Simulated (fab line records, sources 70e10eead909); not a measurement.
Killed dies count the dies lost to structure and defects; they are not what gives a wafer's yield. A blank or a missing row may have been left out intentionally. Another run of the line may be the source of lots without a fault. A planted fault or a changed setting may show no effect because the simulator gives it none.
Matching of chambers :: flow nand_harc :: rie_diel-07 running NHARC_P_ZERO_WELL_DESCUM_13: 4 sister chambers
The step chemistry O2, time 3 s. 4 wafers are shown with their chamber, then 7 later ones without.

== WAFERS PAIRED WITH THEIR CHAMBERS ==
wafer: L079.1
chamber: 2
drypump_motor_current_A (A): 5.9

wafer: L083.4
chamber: 3
drypump_motor_current_A (A): 4.9

wafer: L085.1
chamber: 0
drypump_motor_current_A (A): 5.8

wafer: L085.4
chamber: 1
drypump_motor_current_A (A): 6.3

== WAFERS WITHOUT THEIR CHAMBER ==
wafer: L085.5
drypump_motor_current_A (A): 4.9

wafer: L090.2
drypump_motor_current_A (A): 6.2

wafer: L090.5
drypump_motor_current_A (A): 5.8

wafer: L090.6
drypump_motor_current_A (A): 6.3

wafer: L093.2
drypump_motor_current_A (A): 5.8

wafer: L093.4
drypump_motor_current_A (A): 5.9

wafer: L093.5
drypump_motor_current_A (A): 6.3

== WHICH CHAMBER EACH ONE RAN IN ==
wafer: L085.5
from the rows above: 3
in truth: 3

wafer: L090.2
from the rows above: 1
in truth: 1

wafer: L090.5
from the rows above: 0
in truth: 0

wafer: L090.6
from the rows above: 1
in truth: 1

wafer: L093.2
from the rows above: 0
in truth: 0

wafer: L093.4
from the rows above: 2
in truth: 2

wafer: L093.5
from the rows above: 1
in truth: 1
Correctly placed: 7 of 7. Can't be placed from these rows: 0. Wrongly placed: 0.
How it was worked out, from the rows above alone: a wafer's distance from a chamber is the root of the sum, over the readings, of the square of ((its reading less the chamber's mean) divided by the reading's scatter). If the next closest chamber is less than 2 further off than the closest, the wafer can't be placed; otherwise it belongs to the closest. For every chamber, the mean is computed from those of its wafers that are shown. The scatter: with one shown wafer a chamber, the root of the mean of the squares of how far each hidden wafer lies from its nearest shown one.
